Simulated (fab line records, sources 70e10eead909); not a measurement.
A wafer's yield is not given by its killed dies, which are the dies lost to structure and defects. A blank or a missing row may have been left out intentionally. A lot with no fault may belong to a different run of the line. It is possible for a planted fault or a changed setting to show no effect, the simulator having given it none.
Comparing a struck lot with a sound one    flow nandHarc    14 steps out of a route of 1302
Sound: wafers L213.1, L213.4, L213.6. Struck: wafers L220.3, L220.6. Last of all comes the cause.
For every step that has rows: the tool of each side, followed by ch and its chambers, followed by its first start. Under that, the readings that differ: sound wafers    struck wafers    difference of the means    sigmas: that difference in standard deviations of wafers without a fault.
alike: words and numbers the same on both sides, and readings whose means are apart by under 2 such deviations; not compared: readings that were withheld, readings missing a value for some wafer, numbers with overlapping values and no deviation given by the record, and bounds like >300 which may hide the same value.
Wherever a step has rows on one side only, a row that says differs or no value, or a row with sigmas, the two part there. Numbers that don't overlap but have no deviation are shown without sigmas and don't part them. Lack of a reading on every wafer of one side parts them only where that side has two or more wafers.

first, 1 step without rows for these wafers: NHARC_A_ONON_D1_DEP_00 (target thk 1000 nm).
NHARC_A_ONON_D1_THK_MEAS_02: measures by ellipsometry.
  sound on filmMetro-02, day 10 23:53; struck on filmMetro-01, day 13 17:07
  alike: thkNm
next comes 1 step that has no rows for these wafers: NHARC_A_ONON_D1_DEP_03 (target thickness 1000 nm).
NHARC_A_ONON_D1_THK_MEAS_05: measures by ellipsometry.
  sound on filmMetro-02, day 11 00:35; struck on filmMetro-02, day 13 17:40
  alike: thkNm
next comes 1 step that has no rows for these wafers: NHARC_A_ONON_D1_DEP_06 (target thickness 1000 nm).
NHARC_A_ONON_D1_THK_MEAS_08: measures by ellipsometry.
  sound on filmMetro-02, day 11 01:10; struck on filmMetro-01, day 13 18:14
  alike: thkNm
next comes 1 step that has no rows for these wafers: NHARC_A_ONON_D1_DEP_09 (target thickness 1000 nm).
NHARC_A_ONON_D1_THK_MEAS_11: measures by ellipsometry.
  sound on filmMetro-01, day 11 01:43; struck on filmMetro-01, day 13 18:49
  alike: thkNm
next comes 1 step that has no rows for these wafers: NHARC_A_ONON_D1_DEP_12 (target thickness 1000 nm).
NHARC_A_ONON_D1_THK_MEAS_14: measures by ellipsometry.
  sound on filmMetro-01, day 11 02:17; struck on filmMetro-01, day 13 19:23
  alike: thkNm
then, 1 step without rows for these wafers: NHARC_A_ONON_D1_ANNEAL_15 (time 3600 s).
NHARC_A_ONON_D1_DEP_16: target thk 1000 nm.
  sound on pecvdOnon-02 ch 0, day 11 09:32; struck on pecvdOnon-02 ch 0, day 14 06:52
  alike: susceptorTempC
NHARC_A_ONON_D1_THK_MEAS_18: measures by ellipsometry.
  sound on filmMetro-01, day 11 10:02; struck on filmMetro-02, day 14 07:26
reading     sound           struck     difference  sigmas
thkNm (nm)  1014 1014 1016  1558 1555  +542        +49
  not compared: hold
-- record jumps: 16 days between struck wafers' starts before vs after; left off in module A_ONON_D1, resumes in module END, first step shown is number 1302 of the route --
NHARC_END_SORT_01:
  sound on prober-02 ch 0, day 27 12:22; struck on prober-01 ch 0, day 29 20:54
reading        sound     struck                                           difference                    sigmas
hold           - - -     awaitDispo/1.5h/release awaitDispo/1.5h/release  no value on the sound wafers  
killedAtArray  45 45 61  673 668                                          +620                          +33
killedAtOther  4 3 3     0 0                                              -3                            -3
killedDies     54 52 74  677 677                                          +617                          +34
  alike: killedAtPeriphery, killedOpen, killedShort

## WHERE THEY PART
First at NHARC_A_ONON_D1_THK_MEAS_18; last, within this record, at NHARC_END_SORT_01.

WHY: what had been put in by the simulator
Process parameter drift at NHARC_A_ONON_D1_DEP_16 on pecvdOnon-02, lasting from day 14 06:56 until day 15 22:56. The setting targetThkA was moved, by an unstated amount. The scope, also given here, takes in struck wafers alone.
